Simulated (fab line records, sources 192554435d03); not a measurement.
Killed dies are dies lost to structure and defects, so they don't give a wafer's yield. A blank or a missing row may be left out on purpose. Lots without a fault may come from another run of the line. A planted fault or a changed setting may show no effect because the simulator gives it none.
Which tool did it? | flow n5_finfet | 24 lots, 72 wafers sampled, at 5 steps of a route of 1938

WHAT THE GAUGES READ, wafer by wafer
N5_BEOL_M5_THK_MEAS_01. Usual: M5_ILD_THK 121.2 nm, standard deviation 1.7.
lot  | measured     | on            | M5_ILD_THK (nm)   | flag
L074 | day 8 08:47  | film_metro-01 | 121.3 117.8 122.7 |
L075 | day 8 08:54  | film_metro-02 | 120.2 122.3 120.9 |
L077 | day 8 14:26  | film_metro-02 | 119.0 121.1 119.5 |
L076 | day 8 19:34  | film_metro-01 | 120.3 120.8 120.8 |
L078 | day 9 10:18  | film_metro-01 | 118.8 121.0 122.2 |
L079 | day 9 12:24  | film_metro-02 | 118.5 118.0 119.9 |
L080 | day 9 19:43  | film_metro-01 | 118.6 121.5 121.5 |
L081 | day 10 00:38 | film_metro-01 | 119.0 120.8 123.0 |
L082 | day 10 13:33 | film_metro-02 | 119.9 121.9 121.1 |
L083 | day 10 19:03 | film_metro-01 | 118.7 123.1 122.8 |
L084 | day 10 20:30 | film_metro-01 | 119.4 122.5 121.1 |
L085 | day 11 07:35 | film_metro-02 | 118.2 120.2 121.8 |
L086 | day 11 12:19 | film_metro-01 | 120.9 122.7 122.6 |
L088 | day 11 15:23 | film_metro-01 | 120.8 122.1 124.0 |
L087 | day 11 17:05 | film_metro-02 | 120.4 119.3 120.3 |
L089 | day 11 21:13 | film_metro-01 | 119.9 121.6 122.3 |
L090 | day 12 12:10 | film_metro-02 | 121.4 121.0 123.0 |
L092 | day 12 18:57 | film_metro-01 | 122.2 121.2 122.8 |
L093 | day 12 21:40 | film_metro-01 | 123.3 123.7 122.8 |
L094 | day 13 08:35 | film_metro-02 | 120.5 118.9 121.0 |
L095 | day 13 14:17 | film_metro-01 | 122.1 124.2 123.6 |
L096 | day 13 14:33 | film_metro-01 | 121.3 123.1 123.7 |
L097 | day 13 23:34 | film_metro-02 | 123.7 125.6 124.8 |
L091 | day 14 10:10 | film_metro-02 | 119.8 121.1 122.9 |

N5_BEOL_M5_CD_MEAS_11: target cd 27.74 nm. Usual: cd_nm 27.97 nm, standard deviation 0.25.
lot  | measured     | on        | cd_nm (nm)        | flag
L074 | day 8 10:52  | cd_sem-03 | 28.21 28.29 28.25 |
L075 | day 8 11:02  | cd_sem-02 | 28.16 28.11 27.84 |
L077 | day 8 15:26  | cd_sem-01 | 27.87 27.92 27.68 |
L076 | day 8 21:50  | cd_sem-02 | 27.69 27.98 27.64 |
L078 | day 9 11:03  | cd_sem-03 | 27.82 27.86 28.02 |
L079 | day 9 13:59  | cd_sem-02 | 27.72 27.97 27.78 |
L080 | day 9 22:26  | cd_sem-02 | 28.11 28.01 28.19 |
L081 | day 10 02:16 | cd_sem-02 | 27.81 27.68 27.85 |
L082 | day 10 14:10 | cd_sem-02 | 27.62 28.18 27.61 |
L083 | day 10 19:55 | cd_sem-02 | 28.16 28.05 27.66 |
L084 | day 10 23:14 | cd_sem-02 | 28.33 27.86 27.85 |
L085 | day 11 10:22 | cd_sem-03 | 27.87 28.06 27.73 |
L086 | day 11 14:30 | cd_sem-01 | 27.99 28.21 28.26 |
L088 | day 11 17:44 | cd_sem-02 | 28.28 28.10 27.89 |
L087 | day 11 18:42 | cd_sem-01 | 28.11 27.94 28.38 |
L089 | day 11 22:29 | cd_sem-02 | 28.18 28.31 27.76 |
L090 | day 12 13:15 | cd_sem-01 | 27.85 27.95 28.20 |
L092 | day 12 19:52 | cd_sem-02 | 27.56 28.03 27.80 |
L093 | day 12 22:38 | cd_sem-03 | 28.32 28.27 28.06 |
L094 | day 13 09:41 | cd_sem-02 | 27.93 28.48 28.47 |
L095 | day 13 15:52 | cd_sem-02 | 28.11 27.60 27.90 |
L096 | day 13 16:02 | cd_sem-01 | 27.66 27.78 27.92 |
L097 | day 14 01:31 | cd_sem-01 | 28.32 27.83 28.02 |
L091 | day 14 11:38 | cd_sem-02 | 27.30 27.80 27.46 |

N5_BEOL_M5_INSPECT_13: inspects for defects (brightfield). Usual: raw_defect_count 443, standard deviation 110.
lot  | measured     | on                | raw_defect_count | flag
L074 | day 8 10:57  | defect_inspect-01 | 465 548 484      |
L075 | day 8 11:07  | defect_inspect-01 | 465 456 313      |
L077 | day 8 15:31  | defect_inspect-01 | 474 403 397      |
L076 | day 8 21:55  | defect_inspect-02 | 479 361 477      |
L078 | day 9 11:08  | defect_inspect-02 | 399 319 384      |
L079 | day 9 14:04  | defect_inspect-01 | 321 406 308      |
L080 | day 9 22:32  | defect_inspect-02 | 469 619 476      |
L081 | day 10 02:21 | defect_inspect-02 | 558 483 566      |
L082 | day 10 14:15 | defect_inspect-02 | 679 604 565      |
L083 | day 10 19:59 | defect_inspect-01 | 371 467 431      |
L084 | day 10 23:19 | defect_inspect-01 | 624 447 664      |
L085 | day 11 10:27 | defect_inspect-01 | 298 263 238      |
L086 | day 11 14:35 | defect_inspect-02 | 509 584 462      |
L088 | day 11 17:49 | defect_inspect-02 | 327 284 325      |
L087 | day 11 18:47 | defect_inspect-01 | 626 619 521      |
L089 | day 11 22:34 | defect_inspect-01 | 416 417 300      |
L090 | day 12 13:20 | defect_inspect-02 | 454 611 508      |
L092 | day 12 19:58 | defect_inspect-01 | 469 495 419      |
L093 | day 12 22:44 | defect_inspect-01 | 553 568 400      |
L094 | day 13 09:46 | defect_inspect-02 | 446 432 391      |
L095 | day 13 15:58 | defect_inspect-01 | 355 302 226      |
L096 | day 13 16:07 | defect_inspect-01 | 448 494 397      |
L097 | day 14 01:36 | defect_inspect-02 | 373 512 424      |
L091 | day 14 11:43 | defect_inspect-01 | 367 307 401      |

N5_BEOL_M5_CD_MEAS_35: target cd 28 nm, target cd y 24 nm. Usual: cd_nm 27.9 nm, standard deviation 0.34.
lot  | measured     | on        | cd_nm (nm)     | flag
L074 | day 8 15:28  | cd_sem-02 | 28.8 28.2 27.9 |
L075 | day 8 16:09  | cd_sem-02 | 28.3 28.0 27.6 |
L077 | day 8 21:07  | cd_sem-02 | 27.3 27.8 27.9 |
L076 | day 9 02:29  | cd_sem-03 | 27.5 27.7 27.5 |
L078 | day 9 12:52  | cd_sem-01 | 28.1 27.6 27.8 |
L079 | day 9 15:52  | cd_sem-03 | 27.9 27.7 27.5 |
L080 | day 10 00:15 | cd_sem-02 | 28.1 27.8 28.2 |
L081 | day 10 03:50 | cd_sem-01 | 27.5 27.7 28.0 |
L082 | day 10 17:01 | cd_sem-03 | 28.4 28.4 28.3 |
L083 | day 10 23:18 | cd_sem-02 | 28.0 28.5 28.2 |
L084 | day 11 01:17 | cd_sem-01 | 27.7 27.5 28.0 |
L085 | day 11 13:49 | cd_sem-03 | 27.7 28.3 27.9 |
L086 | day 11 18:13 | cd_sem-01 | 27.8 27.9 28.1 |
L088 | day 11 19:23 | cd_sem-02 | 28.1 27.2 27.6 |
L087 | day 11 21:40 | cd_sem-03 | 28.0 27.9 28.3 |
L089 | day 12 01:59 | cd_sem-02 | 28.3 28.0 28.2 |
L090 | day 12 16:38 | cd_sem-01 | 28.2 27.9 27.8 |
L092 | day 12 23:44 | cd_sem-01 | 28.2 28.1 28.1 |
L093 | day 13 02:50 | cd_sem-01 | 27.7 28.0 28.1 |
L094 | day 13 12:28 | cd_sem-01 | 28.1 28.2 28.5 |
L095 | day 13 20:23 | cd_sem-03 | 27.5 27.8 29.0 |
L096 | day 13 22:17 | cd_sem-02 | 27.8 28.2 28.4 |
L097 | day 14 05:29 | cd_sem-02 | 28.1 27.6 28.0 |
L091 | day 14 15:13 | cd_sem-03 | 27.8 28.4 27.4 |

WHICH TOOL RAN EACH LOT (tool, then ch and the chambers of the sampled wafers, then the start)
lot  | N5_BEOL_M5_HM_OPEN_17
L074 | rie_metal-01 ch 0,1, day 8 12:14
L075 | rie_metal-02 ch 0,1, day 8 12:32
L077 | rie_metal-03 ch 0,1, day 8 16:58
L076 | rie_metal-01 ch 0,1, day 8 22:13
L078 | rie_metal-02 ch 0, day 9 11:29
L079 | rie_metal-03 ch 0,1, day 9 14:29
L080 | rie_metal-01 ch 0,1, day 9 22:49
L081 | rie_metal-01 ch 0,1, day 10 02:38
L082 | rie_metal-01 ch 1, day 10 14:32
L083 | rie_metal-03 ch 0,1, day 10 20:17
L084 | rie_metal-01 ch 0,1, day 10 23:36
L085 | rie_metal-03 ch 0,1, day 11 10:44
L086 | rie_metal-01 ch 0,1, day 11 14:52
L088 | rie_metal-02 ch 0,1, day 11 18:06
L087 | rie_metal-02 ch 0,1, day 11 19:05
L089 | rie_metal-01 ch 0,1, day 11 23:02
L090 | rie_metal-03 ch 1, day 12 14:58
L092 | rie_metal-01 ch 0, day 12 21:49
L093 | rie_metal-02 ch 0,1, day 12 23:49
L094 | rie_metal-01 ch 0,1, day 13 10:14
L095 | rie_metal-01 ch 0,1, day 13 17:45
L096 | rie_metal-02 ch 0,1, day 13 17:58
L097 | rie_metal-01 ch 0,1, day 14 01:56
L091 | rie_metal-01 ch 0,1, day 14 12:52
- N5_BEOL_M5_HM_OPEN_17: chemistry Cl2/BCl3, target TiN, target depth 20 nm, overetch 6 nm.

WHAT THE TOOLS THEMSELVES READ (means of the sampled wafers that have a number; where no wafer has one, the mark that the record gives instead)
N5_BEOL_M5_HM_OPEN_17. Usual: drypump_motor_current_A 5.6 A, standard deviation 0.41; oes_product_au 0.60 a.u., standard deviation 0.045; throttle_valve_pct 22.1 %, standard deviation 0.41.
lot  | tool         | drypump_motor_current_A (A) | oes_product_au (a.u.) | throttle_valve_pct (%) | flag
L074 | rie_metal-01 | 5.7                         | 0.63                  | 22.0                   |
L075 | rie_metal-02 | 6.0                         | 0.58                  | 21.8                   |
L077 | rie_metal-03 | 5.5                         | 0.59                  | 22.2                   |
L076 | rie_metal-01 | 5.6                         | 0.63                  | 22.0                   |
L078 | rie_metal-02 | 5.1                         | 0.59                  | 21.9                   |
L079 | rie_metal-03 | 5.2                         | 0.64                  | 22.1                   |
L080 | rie_metal-01 | 5.7                         | 0.61                  | 22.0                   |
L081 | rie_metal-01 | 5.7                         | 0.62                  | 22.0                   |
L082 | rie_metal-01 | 5.7                         | 0.63                  | 21.7                   |
L083 | rie_metal-03 | 5.2                         | 0.64                  | 22.2                   |
L084 | rie_metal-01 | 5.7                         | 0.60                  | 22.4                   |
L085 | rie_metal-03 | 5.2                         | 0.62                  | 22.2                   |
L086 | rie_metal-01 | 5.6                         | 0.61                  | 22.0                   |
L088 | rie_metal-02 | 5.6                         | 0.57                  | 21.9                   |
L087 | rie_metal-02 | 6.0                         | 0.57                  | 21.8                   |
L089 | rie_metal-01 | 5.6                         | 0.60                  | 22.4                   |
L090 | rie_metal-03 | 4.9                         | 0.67                  | 22.1                   |
L092 | rie_metal-01 | 5.7                         | 0.57                  | 22.7                   |
L093 | rie_metal-02 | 5.6                         | 0.57                  | 21.9                   |
L094 | rie_metal-01 | 5.7                         | 0.59                  | 22.4                   |
L095 | rie_metal-01 | 5.7                         | 0.60                  | 22.0                   |
L096 | rie_metal-02 | 6.0                         | 0.56                  | 21.9                   |
L097 | rie_metal-01 | 5.7                         | 0.60                  | 22.1                   |
L091 | rie_metal-01 | 5.7                         | 0.58                  | 22.4                   |

THE ANSWER, worked out from the rows above alone
Rule: a lot is off if the mean of its wafers that have a number lies more than 3 standard deviations from the usual mean. A lot without any number at a reading at which 4 lots or more have one is off too. The other lots that the step has rows for count as sound. The gauges are gone through in route order, then the tools' own readings, and for those a lot's mean is taken as printed above. The first step at which some lot is off is used, and at that step the reading that is off furthest; a lot without a number counts as furthest.
No lot is off at any reading shown: from this, nothing can be told.

WHAT THE SIMULATOR HAD PUT IN
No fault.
